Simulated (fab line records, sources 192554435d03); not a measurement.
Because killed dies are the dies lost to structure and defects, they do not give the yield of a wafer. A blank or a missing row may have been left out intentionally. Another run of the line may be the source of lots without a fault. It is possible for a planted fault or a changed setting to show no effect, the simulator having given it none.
Split-lot trial | flow n5_finfet | 7 lots, 21 wafers read, on a route of 1938 steps

## ABOUT THE SPLIT
At N5_PASSIVATION_ETCH_54 (etches SiO2 in CHF3/O2, target depth 880 nm, time 440 s), the setting time_s was moved away from the recipe's 440 s on 9 of the 21 wafers read, by -16.9% to +21.1%. For the rest of the wafers, this setting stayed at what the recipe calls for.

The split's own step is where the reading is taken.

## THE READING
PASSIVATION.feature_depth_nm (the simulator's own value, which no gauge read), in nm, at N5_PASSIVATION_ETCH_54 (etches SiO2 in CHF3/O2, target depth 880 nm, time 440 s). No usual value for it is given in the file. The 12 wafers here that ran the recipe average 880.2 nm, standard deviation 25 nm.

wafer  | tool, chamber at the split | time_s as run, s | against the recipe | PASSIVATION.feature_depth_nm, nm | against lot-mates on the recipe
L076.1 | rie_diel-03, 3             | 391.8            | -11.0%             | 750.6                            | -148.8
L076.3 | rie_diel-03, 1             | 440              | recipe             | 899.4                            | -
L076.4 | rie_diel-03, 2             | 391.8            | -11.0%             | 812.2                            | -87.2
L079.2 | rie_diel-01, 0             | 399.8            | -9.1%              | 790.6                            | no lot-mate on the recipe
L079.4 | rie_diel-01, 3             | 399.8            | -9.1%              | 785.4                            | no lot-mate on the recipe
L079.6 | rie_diel-01, 1             | 399.8            | -9.1%              | 835.4                            | no lot-mate on the recipe
L080.4 | rie_diel-01, 3             | 440              | recipe             | 862.2                            | -
L080.5 | rie_diel-01, 1             | 513.6            | +16.7%             | 1076                             | +199.7
L080.6 | rie_diel-01, 2             | 440              | recipe             | 890.4                            | -
L081.1 | rie_diel-05, 2             | 440              | recipe             | 915.4                            | -
L081.3 | rie_diel-05, 0             | 365.8            | -16.9%             | 735.2                            | -180.2
L081.6 | rie_diel-05, 1             | 365.8            | -16.9%             | 730.4                            | -185.0
L089.1 | rie_diel-01, 3             | 440              | recipe             | 859.8                            | -
L089.4 | rie_diel-01, 2             | 533              | +21.1%             | 1080                             | +195.9
L089.5 | rie_diel-01, 1             | 440              | recipe             | 908.4                            | -
L093.1 | rie_diel-05, 3             | 440              | recipe             | 881.2                            | -
L093.2 | rie_diel-05, 2             | 440              | recipe             | 904.6                            | -
L093.5 | rie_diel-05, 0             | 440              | recipe             | 867.6                            | -
L094.1 | rie_diel-03, 1             | 440              | recipe             | 893.6                            | -
L094.2 | rie_diel-03, 3             | 440              | recipe             | 839.8                            | -
L094.4 | rie_diel-03, 3             | 440              | recipe             | 840.6                            | -

FIT RESULTS
A straight line over all 21 wafers: PASSIVATION.feature_depth_nm changes by +9.49 nm for each +1% of time_s; r = +0.96; the points scatter about the line by 26 nm.
The same after taking each lot's own level away (the mean of its wafers on the recipe; 18 wafers): +10.6 nm for each +1%; r = +0.98; scatter 22 nm.
On that fit, the largest move of time_s shifts the reading by 2.2e+02 nm.
From 858.00 to 915.40 nm: that is the span of the lots' own levels, equal to 2.3 times the standard deviation above.
Thus the slope moves with the lot-to-lot level: the two fits are different.
Check: for one of the wafers moved furthest among these (+21.1%), held out of the fit, the line's prediction against its lot-mates is +238 nm. It came out at +196 nm against them.

## THESE WAFERS: OTHER SPLITS
Note: prior to the reading, these wafers also went through further splits. Each is held against what the fit with the lots' levels taken away leaves over:
other split on the same wafers | wafers away from the commonest value | r with PASSIVATION.feature_depth_nm (lot level and that fit taken away)
N5_BEOL_M11_EXPOSE_25 dose_mj  | 5                                    | -0.32
N5_BEOL_M11_ETCH_66 time_s     | 5                                    | +0.04
N5_BEOL_M11_CURE_72 time_s     | 5                                    | +0.33
N5_BEOL_M13_COAT_65 spin_rpm   | 10                                   | +0.11
N5_BEOL_M14_ILD_DEP_00 temp_c  | 6                                    | +0.20
N5_BEOL_M14_COAT_04 spin_rpm   | 4                                    | -0.42
N5_BEOL_M15_COAT_04 spin_rpm   | 7                                    | -0.41
N5_BEOL_M15_SPUTTER_43 power_w | 7                                    | +0.03
N5_BEOL_M15_SPUTTER_44 power_w | 8                                    | -0.16

## THE WHOLE CHAIN: every reading that the file lists as answering this split, in the file's order
step                   | what it does                                            | reading                                                                       | change (the file's fit)              | r (the file's)
N5_PASSIVATION_ETCH_54 | etches SiO2 in CHF3/O2, target depth 880 nm, time 440 s | etch.depth_nm (the simulator's own value, which no gauge read)                | +10.5 nm for each +1% of the setting | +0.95
N5_PASSIVATION_ETCH_54 | etches SiO2 in CHF3/O2, target depth 880 nm, time 440 s | PASSIVATION.feature_depth_nm (the simulator's own value, which no gauge read) | +10.5 nm for each +1% of the setting | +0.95

## THE FILE'S OWN FIT
PASSIVATION.feature_depth_nm changes by +10.5 nm for each +1% of time_s, r = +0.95.
